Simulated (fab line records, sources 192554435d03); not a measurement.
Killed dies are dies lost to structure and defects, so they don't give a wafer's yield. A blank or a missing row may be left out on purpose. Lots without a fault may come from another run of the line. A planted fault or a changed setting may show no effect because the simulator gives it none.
Which tool did it? | flow n5_finfet | 11 lots, 33 wafers sampled, at 5 steps of a route of 1938

WHAT THE GAUGES READ, wafer by wafer
The record holds no reading of a measuring or inspecting step that can be judged against a usual standard deviation.

WHICH TOOL RAN EACH LOT (tool, then ch and the chambers of the sampled wafers, then the start)
lot  | N5_BEOL_M4_PRE_CLEAN_45      | N5_PASSIVATION_AL_ETCH_33         | N5_PASSIVATION_PECVD_35         | N5_PASSIVATION_PASS_ETCH_47        | N5_PASSIVATION_PROBE_49
L765 | pvd_sputter-01, day 10 06:20 | rie_metal-02 ch 0,1, day 14 20:37 | pecvd-04 ch 0,1,2, day 14 21:45 | rie_diel-06 ch 1,2,3, day 14 22:20 | prober-02, day 15 01:25
L767 | pvd_sputter-02, day 10 15:45 | rie_metal-03 ch 0,1, day 15 00:10 | pecvd-03 ch 0,1,2, day 15 01:19 | rie_diel-04 ch 0,3, day 15 02:17   | prober-01, day 15 05:17
L768 | pvd_sputter-02, day 10 22:12 | rie_metal-03 ch 1, day 15 07:32   | pecvd-04 ch 1,2, day 15 09:13   | rie_diel-06 ch 0,3, day 15 09:46   | prober-02, day 15 12:49
L766 | pvd_sputter-01, day 10 22:50 | rie_metal-02 ch 0,1, day 15 00:25 | pecvd-04 ch 0,1,2, day 15 01:36 | rie_diel-01 ch 0,3, day 15 02:19   | -
L769 | pvd_sputter-01, day 11 07:40 | rie_metal-02 ch 0,1, day 15 08:17 | pecvd-03 ch 0,2, day 15 09:19   | rie_diel-01 ch 0,2,3, day 15 10:07 | -
L777 | pvd_sputter-01, day 12 22:57 | rie_metal-03 ch 0,1, day 17 08:19 | pecvd-03 ch 1,2, day 17 09:28   | rie_diel-06 ch 1,2, day 17 10:01   | prober-02, day 17 13:04
L779 | pvd_sputter-03, day 13 20:40 | rie_metal-03 ch 1, day 18 03:58   | pecvd-02 ch 0,2, day 18 08:35   | rie_diel-01 ch 0,3, day 18 09:16   | prober-01, day 18 12:22
L780 | pvd_sputter-02, day 14 04:46 | rie_metal-02 ch 0, day 19 01:11   | pecvd-04 ch 0,1, day 19 02:20   | rie_diel-01 ch 0,1,3, day 19 03:01 | -
L786 | pvd_sputter-02, day 15 18:11 | rie_metal-03 ch 0,1, day 20 02:17 | pecvd-02 ch 0,1,2, day 20 03:34 | rie_diel-06 ch 0,1,2, day 20 04:29 | -
L785 | pvd_sputter-02, day 15 21:54 | rie_metal-01 ch 0,1, day 20 00:38 | pecvd-02 ch 0,1, day 20 01:47   | rie_diel-04 ch 0,1,2, day 20 02:29 | -
L784 | pvd_sputter-01, day 16 01:02 | rie_metal-01 ch 0,1, day 20 17:56 | pecvd-04 ch 0,1, day 20 19:04   | rie_diel-04 ch 0,3, day 20 19:37   | -
- N5_BEOL_M4_PRE_CLEAN_45: time 30 s.
- N5_PASSIVATION_AL_ETCH_33: etches Al in Cl2/BCl3, stops on TaN, target depth 2800 nm, time 466.7 s.
- N5_PASSIVATION_PECVD_35: deposits SiNx from SiH4/NH3/N2, target thk 700 nm, time 151.3 s.
- N5_PASSIVATION_PASS_ETCH_47: etches SiNx in CF4/O2, target depth 770 nm, time 385 s.
- N5_PASSIVATION_PROBE_49

WHAT THE TOOLS THEMSELVES READ (means of the sampled wafers that have a number; where no wafer has one, the mark that the record gives instead)
N5_BEOL_M4_PRE_CLEAN_45. Usual: heater_power_w 350 W, standard deviation 33.
lot  | tool           | heater_power_w (W) | flag
L765 | pvd_sputter-01 | 348                |
L767 | pvd_sputter-02 | 357                |
L768 | pvd_sputter-02 | 360                |
L766 | pvd_sputter-01 | 368                |
L769 | pvd_sputter-01 | 371                |
L777 | pvd_sputter-01 | 365                |
L779 | pvd_sputter-03 | 297                |
L780 | pvd_sputter-02 | 355                |
L786 | pvd_sputter-02 | 353                |
L785 | pvd_sputter-02 | 348                |
L784 | pvd_sputter-01 | 352                |

N5_PASSIVATION_AL_ETCH_33. Usual: drypump_motor_current_A 6.0 A, standard deviation 0.52; oes_product_au 0.73 a.u., standard deviation 0.062; throttle_valve_pct 34.12 %, standard deviation 0.26.
lot  | tool         | drypump_motor_current_A (A) | oes_product_au (a.u.) | throttle_valve_pct (%) | flag
L765 | rie_metal-02 | 5.9                         | 0.76                  | 34.40                  |
L767 | rie_metal-03 | 5.6                         | 0.78                  | 33.84                  |
L768 | rie_metal-03 | 5.1                         | 0.68                  | 34.11                  |
L766 | rie_metal-02 | 5.8                         | 0.79                  | 34.22                  |
L769 | rie_metal-02 | 5.8                         | 0.80                  | 34.17                  |
L777 | rie_metal-03 | 5.7                         | 0.76                  | 33.81                  |
L779 | rie_metal-03 | 5.1                         | 0.66                  | 34.12                  |
L780 | rie_metal-02 | 5.7                         | 0.78                  | 34.01                  |
L786 | rie_metal-03 | 5.4                         | 0.70                  | 33.96                  |
L785 | rie_metal-01 | 6.6                         | 0.71                  | 34.20                  |
L784 | rie_metal-01 | 6.4                         | 0.67                  | 34.15                  |

N5_PASSIVATION_PECVD_35. Usual: heater_power_w 360 W, standard deviation 86; showerhead_plenum_p_Torr 8.72 Torr, standard deviation 0.1; throttle_valve_pct 29.1 %, standard deviation 1.5.
lot  | tool     | heater_power_w (W) | showerhead_plenum_p_Torr (Torr) | throttle_valve_pct (%) | flag
L765 | pecvd-04 | 392                | 8.78                            | 30.0                   |
L767 | pecvd-03 | 450                | 8.61                            | 28.9                   |
L768 | pecvd-04 | 426                | 8.76                            | 29.5                   |
L766 | pecvd-04 | 384                | 8.80                            | 30.1                   |
L769 | pecvd-03 | 437                | 8.67                            | 28.9                   |
L777 | pecvd-03 | 408                | 8.59                            | 27.8                   |
L779 | pecvd-02 | 289                | 8.76                            | 28.3                   |
L780 | pecvd-04 | 374                | 8.77                            | 31.3                   |
L786 | pecvd-02 | 301                | 8.70                            | 28.5                   |
L785 | pecvd-02 | 286                | 8.74                            | 28.8                   |
L784 | pecvd-04 | 404                | 8.78                            | 31.5                   |

N5_PASSIVATION_PASS_ETCH_47. Usual: drypump_motor_current_A 5.8 A, standard deviation 0.43; oes_f_703_au 0.77 a.u., standard deviation 0.074; oes_product_au 0.77 a.u., standard deviation 0.075; rf_vpp_V 241 V, standard deviation 3.2; showerhead_plenum_p_Torr 2.22 Torr, standard deviation 0.052; throttle_valve_pct 15.91 %, standard deviation 0.19.
lot  | tool        | drypump_motor_current_A (A) | oes_f_703_au (a.u.) | oes_product_au (a.u.) | rf_vpp_V (V) | showerhead_plenum_p_Torr (Torr) | throttle_valve_pct (%) | flag
L765 | rie_diel-06 | 5.6                         | 0.74                | 0.74                  | 243          | 2.23                            | 15.92                  |
L767 | rie_diel-04 | 6.5                         | 0.76                | 0.76                  | 244          | 2.29                            | 15.83                  |
L768 | rie_diel-06 | 5.9                         | 0.71                | 0.71                  | 236          | 2.18                            | 16.10                  |
L766 | rie_diel-01 | 5.6                         | 0.76                | 0.77                  | 244          | 2.27                            | 15.97                  |
L769 | rie_diel-01 | 5.9                         | 0.76                | 0.76                  | 242          | 2.21                            | 16.04                  |
L777 | rie_diel-06 | 5.3                         | 0.72                | 0.71                  | 243          | 2.25                            | 15.96                  |
L779 | rie_diel-01 | 5.6                         | 0.72                | 0.73                  | 242          | 2.22                            | 16.11                  |
L780 | rie_diel-01 | 5.7                         | 0.74                | 0.73                  | 242          | 2.22                            | 16.04                  |
L786 | rie_diel-06 | 5.6                         | 0.86                | 0.85                  | 243          | 2.21                            | 15.77                  |
L785 | rie_diel-04 | 5.7                         | 0.80                | 0.80                  | 240          | 2.24                            | 15.90                  |
L784 | rie_diel-04 | 6.5                         | 0.87                | 0.87                  | 242          | 2.27                            | 15.58                  |

N5_PASSIVATION_PROBE_49. Usual: defect_limited_yield 91.2 %, standard deviation 1.3; killed_at_M0_to_M3 34, standard deviation 9.2; killed_at_M4_up 14, standard deviation 5; killed_at_contacts 13, standard deviation 6.7; killed_at_front_end 39, standard deviation 12; killed_at_other 4, standard deviation 3.3; killed_dies 104, standard deviation 15; killed_on_rim 14, standard deviation 3.7; killed_open 68, standard deviation 12; killed_short 34, standard deviation 7.5; sort_bin_5_function 5.2 %, standard deviation 0.87; sort_bin_6_memory 3.3 %, standard deviation 0.63; sort_n_pass 1076, standard deviation 15; sort_yield_pct 91.2 %, standard deviation 1.3.
lot  | tool      | defect_limited_yield (%) | killed_at_M0_to_M3 | killed_at_M4_up | killed_at_contacts | killed_at_front_end | killed_at_other | killed_dies | killed_on_rim | killed_open | killed_short | sort_bin_5_function (%) | sort_bin_6_memory (%) | sort_n_pass | sort_yield_pct (%) | flag
L765 | prober-02 | 92.4                     | 29                 | 11              | 15                 | 32                  | 3               | 89          | 13            | 57          | 31           | 4.3                     | 3.1                   | 1091        | 92.4               |
L767 | prober-01 | 89.6                     | 29                 | 19              | 13                 | 58                  | 4               | 122         | 18            | 83          | 36           | 5.9                     | 4.1                   | 1058        | 89.6               |
L768 | prober-02 | 90.9                     | 43                 | 14              | 11                 | 38                  | 2               | 108         | 15            | 70          | 36           | 6.0                     | 3.0                   | 1072        | 90.9               |
L777 | prober-02 | 88.1                     | 33                 | 35              | 30                 | 39                  | 3               | 141         | 20            | 77          | 39           | 6.7                     | 4.2                   | 1039        | 88.1               | OFF
L779 | prober-01 | 91.8                     | 37                 | 12              | 7                  | 39                  | 2               | 97          | 12            | 62          | 34           | 4.8                     | 3.1                   | 1083        | 91.8               |

THE ANSWER, worked out from the rows above alone
Rule: a lot is off if the mean of its wafers that have a number lies more than 3 standard deviations from the usual mean. A lot without any number at a reading at which 4 lots or more have one is off too. The other lots that the step has rows for count as sound. The gauges are gone through in route order, then the tools' own readings, and for those a lot's mean is taken as printed above. The first step at which some lot is off is used, and at that step the reading that is off furthest; a lot without a number counts as furthest.
Off: L777, at N5_PASSIVATION_PROBE_49 (killed_at_M4_up). Neither off nor sound, because the step has no rows for them: L766, L769, L780, L786, L785, L784.
A tool fits if, at that step or a process step before it, it ran every lot that is off, and no sound lot after the first of them. Can't be told from this: 4 tools fit, pvd_sputter-01 at N5_BEOL_M4_PRE_CLEAN_45, pecvd-03 at N5_PASSIVATION_PECVD_35, rie_diel-06 at N5_PASSIVATION_PASS_ETCH_47, prober-02 at N5_PASSIVATION_PROBE_49.

WHAT THE SIMULATOR HAD PUT IN
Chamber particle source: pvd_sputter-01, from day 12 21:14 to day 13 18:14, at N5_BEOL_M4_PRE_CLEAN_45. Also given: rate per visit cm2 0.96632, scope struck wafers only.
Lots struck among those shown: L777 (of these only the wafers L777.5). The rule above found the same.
